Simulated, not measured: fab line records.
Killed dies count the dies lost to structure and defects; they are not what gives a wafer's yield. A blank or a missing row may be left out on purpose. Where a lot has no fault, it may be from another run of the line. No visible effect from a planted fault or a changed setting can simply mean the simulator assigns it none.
Comparing a struck lot with a sound one + flow nand-harc + 15 out of 1302 route steps
Sound: wafers L721.1, L721.4, L721.5. The struck wafers were L732.1, L732.3, L732.4. Last of all comes the cause.
At each step with rows: each side's tool, then ch and its chambers, then its first start. Under that, the readings that differ: sound wafers + struck wafers + difference of the means + sigmas: that difference in standard deviations of wafers without a fault.
alike: readings with means less than 2 such deviations apart, plus words and numbers identical on both sides. not compared: withheld readings, readings lacking a value on some wafer, bounds such as >300 that could conceal the same value, and numbers that have no deviation in the record and whose values overlap.
Wherever a step has rows on one side only, a row that says differs or no value, or a row with sigmas, the two part there. When numbers do not overlap yet have no deviation, they are printed without sigmas and do not part them. A reading that every wafer of one side lacks parts them only if that side has two wafers or more.

NHARC_A_CONTACT_ETCH_112: etches the open film in C4F8/O2/Ar, time 190 s, target depth 1850 nm.
  sound on har-cap-etch-01 ch 0,1, day 25 13:41; struck on har-cap-etch-01 ch 0,1, day 30 15:27
  alike: run-length-s
  not compared: rf-hours-counter-h
NHARC_A_CONTACT_ETCH_113: etches the open film in C4F8/O2/Ar, time 190 s, target depth 1850 nm.
  sound on har-cap-etch-01 ch 0,1, day 25 13:55; struck on har-cap-etch-01 ch 0,1, day 30 15:37
  alike: run-length-s
  not compared: rf-hours-counter-h
NHARC_A_CONTACT_ETCH_114: etches the open film in C4F8/O2/Ar, time 190 s, target depth 1850 nm.
  sound on har-cap-etch-01 ch 0,1, day 25 14:08; struck on har-cap-etch-01 ch 0,1, day 30 15:47
  alike: run-length-s
  not compared: rf-hours-counter-h
NHARC_A_CONTACT_ETCH_115: etches the open film in C4F8/O2/Ar, time 190 s, target depth 1850 nm.
  sound on har-cap-etch-01 ch 0,1, day 25 14:22; struck on har-cap-etch-01 ch 0,1, day 30 15:58
  alike: run-length-s
  not compared: rf-hours-counter-h
then, 3 steps without rows for these wafers: NHARC_A_CONTACT_ETCH_116 (etches the open film in C4F8/O2/Ar, time 190 s, target depth 1850 nm); NHARC_A_CONTACT_ETCH_117 (etches the open film in C4F8/O2/Ar, time 190 s, target depth 1850 nm); NHARC_A_CONTACT_ETCH_118 (etches the open film in C4F8/O2/Ar, time 190 s, target depth 1850 nm).
NHARC_A_CONTACT_ETCH_119: etches the open film in C4F8/O2/Ar, time 190 s, target depth 1850 nm.
  sound on har-cap-etch-01 ch 0,1, day 25 15:16; struck on har-cap-etch-01 ch 0,1, day 30 16:38
  alike: run-length-s
  not compared: rf-hours-counter-h
then, 4 steps without rows for these wafers: NHARC_A_CONTACT_ETCH_120 (etches the open film in C4F8/O2/Ar, time 190 s, target depth 1850 nm); NHARC_A_CONTACT_ETCH_121 (etches the open film in C4F8/O2/Ar, time 190 s, target depth 1850 nm); NHARC_A_CONTACT_ETCH_122 (etches the open film in C4F8/O2/Ar, time 190 s, target depth 1850 nm); NHARC_A_CONTACT_ETCH_123 (etches the open film in C4F8/O2/Ar, time 490 s, target depth 2110 nm).
NHARC_A_CONTACT_ETCH_90: etches the open film in CH3F/O2, target depth 40 nm, time 85.7 s.
  sound on rie-diel-01 ch 0,2, day 25 17:17; struck on rie-diel-01 ch 0,1,2, day 30 18:18
| reading          | sound             | struck         | difference | sigmas |
|------------------|-------------------|----------------|------------|--------|
| run-length-s (s) | 106.1 106.8 106.2 | 71.0 71.7 71.6 | -34.9      | -97    |
  alike: drypump-motor-current-A, oes-product-au, rf-vpp-V, showerhead-plenum-p-Torr, throttle-valve-pct
  not compared: rf-hours-counter-h
then, 1 step without rows for these wafers: NHARC_A_CONTACT_ETCH_96 (etches the open film in C4F6/O2, target depth 20 nm, time 10 s).
NHARC_END_SORT_01:
  the record has rows for the sound wafers here (prober-02 ch 0, day 28 11:34) and none for the struck ones

WHERE THEY PART
Last at NHARC_END_SORT_01 as far as this record goes, first at NHARC_A_CONTACT_ETCH_90.

WHY: the cause the simulator had injected
Process parameter drift: rie-diel-01, from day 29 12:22 on, at NHARC_A_CONTACT_ETCH_90. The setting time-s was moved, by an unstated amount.
